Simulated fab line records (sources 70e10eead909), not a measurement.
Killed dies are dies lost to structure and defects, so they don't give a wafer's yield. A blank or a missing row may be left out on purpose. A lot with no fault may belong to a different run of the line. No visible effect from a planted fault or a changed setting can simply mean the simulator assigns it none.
Struck lot and sound lot, side by side / flow nand harc / 14 steps out of a route of 1302
Sound: the wafers L963.1, L963.4, L963.6. Struck: wafers L966.1, L966.5 (left out: L966.6, a lot-mate that was not struck); the cause follows at the end.
At each step with rows: each side's tool, then ch and its chambers, then its first start. Under that, the readings that differ: sound wafers / struck wafers / difference of the means / sigmas: that difference in standard deviations of wafers without a fault.
alike: a reading whose means differ by less than 2 such deviations, as well as words and numbers matching on both sides. not compared: withheld readings; readings where some wafer has no value; bounds like >300 that might hide an equal value; numbers whose values overlap and for which the record gives no deviation.
A row with sigmas, a row that says differs or no value, or rows on one side alone: a step with any of these is where the two part. Non-overlapping numbers with no deviation appear without sigmas and do not part them. A reading that every wafer of one side lacks parts them only if that side has two wafers or more.

first, 7 steps without rows for these wafers: NHARC_A_M1_COAT_34 (time 65 s); NHARC_A_M1_COAT_03 (resist thk 90 nm); NHARC_A_M1_SOFTBAKE_04 (time 55 s); NHARC_A_M1_EBR_05; NHARC_A_M1_EXPOSE_06 (exposes mask A M1, target cd 120 nm); NHARC_A_M1_PEB_07 (peb time 65 s); NHARC_A_M1_DEVELOP_08 (develop time 35 s).
NHARC_A_M1_CD_MEAS_09: the cd target is 120 nm.
  sound on cd sem-02 ch 0, day 23 12:47; struck on cd sem-01 ch 0, day 26 04:13
  alike: cd nm
NHARC_A_M1_OVL_MEAS_10: pitch 240 nm.
  sound on overlay-02, day 23 12:53; struck on overlay-02, day 26 04:18
  alike: overlay x nm, overlay y nm
NHARC_A_M1_INSPECT_11:
  sound on defect inspect-02, day 23 12:55; struck on defect inspect-02, day 26 04:20
  alike: raw defect count
NHARC_A_M1_DESCUM_14: chemistry O2, time 3 s.
  sound on rie diel-05 ch 0,1, day 23 12:59; struck on rie diel-05 ch 1,3, day 26 04:25
  alike: drypump motor current A, oes product au, rf vpp V, showerhead plenum p Torr, throttle valve pct
  not compared: rf hours counter h
NHARC_A_M1_ETCH_35: etches the open film in N2/H2, target depth 40 nm, overetch 12 nm, time 43.94 s.
  sound on rie diel-05 ch 0,2, day 23 13:04; struck on rie diel-05 ch 3, day 26 04:29
  alike: drypump motor current A, h2 flow sccm, oes product au, rf vpp V, showerhead plenum p Torr, throttle valve pct
  not compared: rf hours counter h
NHARC_A_M1_ETCH_15: etches the open film in C4F8/Ar, target depth 182.5 nm, time 91.2 s.
  sound on rie diel-05 ch 1,2, day 23 13:09; struck on rie diel-05 ch 1, day 26 04:34
reading=oes product au (a.u.); sound=0.909 0.937 0.907; struck=0.872 0.869; difference=-0.047; sigmas=-2
  alike: rf vpp V
  not compared: rf hours counter h
NHARC_A_M1_CD_MEAS_16:
  sound on cd sem-03, day 23 13:17; struck on cd sem-03, day 26 04:42
  alike: cd nm

## WHERE THEY PART
Only at NHARC_A_M1_ETCH_15, within this record. Later steps at which nothing parts them and some readings are alike: NHARC_A_M1_CD_MEAS_16.

WHY: what had been put in by the simulator
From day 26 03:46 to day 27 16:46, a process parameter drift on rie diel-05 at NHARC_A_M1_ETCH_15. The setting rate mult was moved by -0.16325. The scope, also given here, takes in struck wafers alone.
